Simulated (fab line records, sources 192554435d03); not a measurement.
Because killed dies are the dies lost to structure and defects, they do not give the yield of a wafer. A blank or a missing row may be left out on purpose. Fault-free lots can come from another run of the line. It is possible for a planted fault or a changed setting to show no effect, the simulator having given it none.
Chamber matching + flow n5Finfet + N5_BEOL_M5_ALD_86 on aldMetal-01: 4 sister chambers
The step deposits TaN, pulse time 2 s, purge time 3 s, co reactant purge time 2 s. 7 wafers are shown with their chamber, then 8 later ones without.

== EACH WAFER AND ITS CHAMBER ==
| wafer  | chamber | heaterPowerOuterW (W) | heaterPowerW (W) |
|--------|---------|-----------------------|------------------|
| L074.3 | 3       | 236                   | 433              |
| L083.2 | 0       | 231                   | 428              |
| L087.4 | 1       | 191                   | 374              |
| L089.1 | 2       | 227                   | 406              |
| L089.3 | 0       | 229                   | 426              |
| L089.6 | 1       | 195                   | 378              |
| L094.1 | 2       | 223                   | 412              |

== WAFERS WITHOUT THEIR CHAMBER ==
| wafer  | heaterPowerOuterW (W) | heaterPowerW (W) |
|--------|-----------------------|------------------|
| L094.2 | 234                   | 426              |
| L094.5 | 227                   | 445              |
| L093.3 | 222                   | 417              |
| L093.4 | 229                   | 433              |
| L093.5 | 227                   | 404              |
| L097.2 | 235                   | 440              |
| L097.3 | 220                   | 409              |
| L097.4 | 190                   | 366              |

== WHICH CHAMBER EACH ONE RAN IN ==
| wafer  | from the rows above     | in truth |
|--------|-------------------------|----------|
| L094.2 | can't be placed: 0 or 3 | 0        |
| L094.5 | can't be placed: 3 or 0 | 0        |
| L093.3 | can't be placed: 2 or 0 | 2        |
| L093.4 | can't be placed: 0 or 3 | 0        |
| L093.5 | 2                       | 2        |
| L097.2 | 3                       | 3        |
| L097.3 | 2                       | 2        |
| L097.4 | 1                       | 1        |
Correctly placed: 4 of 8. From these rows, 4 cannot be placed; in 4 the true chamber is one of the candidates. Number placed wrongly: 0.
How it was worked out, from the rows above alone: a wafer's distance from a chamber is the root of the sum, over the readings, of the square of ((its reading less the chamber's mean) divided by the reading's scatter). The wafer belongs to the nearest chamber; if the next one is less than 2 further off, it can't be placed. Each chamber's mean is taken over the wafers shown for it. The scatter is the square root of a quotient: the sum, over the shown wafers, of each reading's squared deviation from its chamber's mean, divided by wafers minus chambers.
